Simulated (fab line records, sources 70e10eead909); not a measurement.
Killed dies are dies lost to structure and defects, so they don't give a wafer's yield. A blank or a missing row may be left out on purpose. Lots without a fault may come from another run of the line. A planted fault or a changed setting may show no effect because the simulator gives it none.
A struck lot beside a sound one | flow nand_harc | 15 steps out of a route of 1159
Sound: wafers L381.1, L381.5, L381.6. Struck: wafers L374.3, L374.4, L374.6. The cause comes at the end.
At each step with rows: each side's tool, then ch and its chambers, then its first start. Under that, the readings that differ: sound wafers | struck wafers | difference of the means | sigmas: that difference in standard deviations of wafers without a fault.
alike: readings whose means differ by less than 2 such deviations, and words and numbers that are the same on both sides. not compared: withheld readings, readings that some wafer has no value for, bounds like >300 that may hide the same value, and numbers for which the record gives no deviation and whose values overlap.
The two part at a step that has a row with sigmas, a row that says differs or no value, or rows on one side only. Numbers that don't overlap but have no deviation are shown without sigmas and don't part them. A reading that every wafer of one side lacks parts them only if that side has two wafers or more.

first, 3 steps without rows for these wafers: NHARC_THIN_TSV_EXPOSE_09 (exposes mask TSV); NHARC_THIN_TSV_PEB_10 (peb time 85 s); NHARC_THIN_TSV_DEVELOP_11 (time 70 s).
NHARC_THIN_TSV_CD_MEAS_12: target cd 1000 nm.
  sound on cd_sem-01 ch 0, day 23 13:28; struck on cd_sem-01 ch 0, day 21 17:29
  alike: cd_nm
then, 1 step without rows for these wafers: NHARC_THIN_TSV_HARDBAKE_13 (time 80 s).
NHARC_THIN_TSV_DESCUM_14: chemistry O2, time 3 s.
  sound on rie_diel-01 ch 0,1, day 23 13:37; struck on rie_diel-03 ch 0,3, day 21 17:38
  alike: drypump_motor_current_A, oes_product_au, rf_vpp_V, showerhead_plenum_p_Torr, throttle_valve_pct
  not compared: rf_hours_counter_h
NHARC_THIN_TSV_ETCH_44: etches the open film in CF4/O2, target depth 1594.2 nm, time 797.1 s.
  sound on rie_diel-01 ch 1,2, day 23 13:46; struck on rie_diel-03 ch 0,1,3, day 21 17:50
  alike: drypump_motor_current_A, oes_product_au, rf_vpp_V, showerhead_plenum_p_Torr, throttle_valve_pct
  not compared: rf_hours_counter_h
NHARC_THIN_TSV_ETCH_15: target depth 3000 nm, bosch target overetch cycles 2, bosch etch step 2.8 s.
  sound on rie_si-01 ch 0,1, day 23 14:17; struck on rie_si-01 ch 0,2, day 21 18:17
  alike: drypump_motor_current_A, he_backside_leak_sccm
  not compared: rf_hours_counter_h
NHARC_THIN_TSV_CD_MEAS_16:
  sound on cd_sem-02, day 23 14:25; struck on cd_sem-03, day 21 18:26
  alike: cd_nm
NHARC_THIN_TSV_STRIP_45: strips in O2.
  sound on plasma_asher-01 ch 0,1, day 23 14:43; struck on plasma_asher-02 ch 0,1, day 21 18:37
  alike: drypump_motor_current_A, heater_power_w
  not compared: rf_hours_counter_h
then, 2 steps without rows for these wafers: NHARC_THIN_TSV_STRIP_46 (strips in post etch residue remover, time 1200 s); NHARC_THIN_TSV_DEP_47 (deposits SiO2, target thk 200 nm).
NHARC_THIN_TSV_ETCHBACK_48: etches the open film in C4F8/Ar, target depth 1028.5 nm, time 405.17 s.
  sound on rie_diel-03 ch 0,1,2, day 23 15:59; struck on rie_diel-12 ch 0,3, day 21 19:44
  reading        | sound       | struck                  | difference | sigmas
  over_etch_frac | 0.3 0.3 0.3 | 0.27813 0.27813 0.27813 | -0.02187   |
  alike: oes_product_au, rf_vpp_V
  not compared: rf_hours_counter_h
NHARC_THIN_TSV_STRIP_62: strips in N2/H2, time 20 s.
  sound on plasma_asher-01 ch 0,1, day 23 16:18; struck on plasma_asher-02 ch 0,1, day 21 20:07
  alike: drypump_motor_current_A, heater_power_w
  not compared: rf_hours_counter_h
NHARC_END_SORT_01:
  sound on prober-01 ch 0, day 24 03:02; struck on prober-02 ch 0, day 22 11:21
  alike: defect_limited_yield, killed_at_array, killed_at_other, killed_at_periphery, killed_dies, killed_open, killed_short, sort_bin_2_pct, sort_bin_3_pct, sort_bin_4_pct, sort_n_pass, sort_rim_yield_pct, sort_yield_pct

WHERE THEY PART
Nowhere in this record.

WHY: what the simulator had put in
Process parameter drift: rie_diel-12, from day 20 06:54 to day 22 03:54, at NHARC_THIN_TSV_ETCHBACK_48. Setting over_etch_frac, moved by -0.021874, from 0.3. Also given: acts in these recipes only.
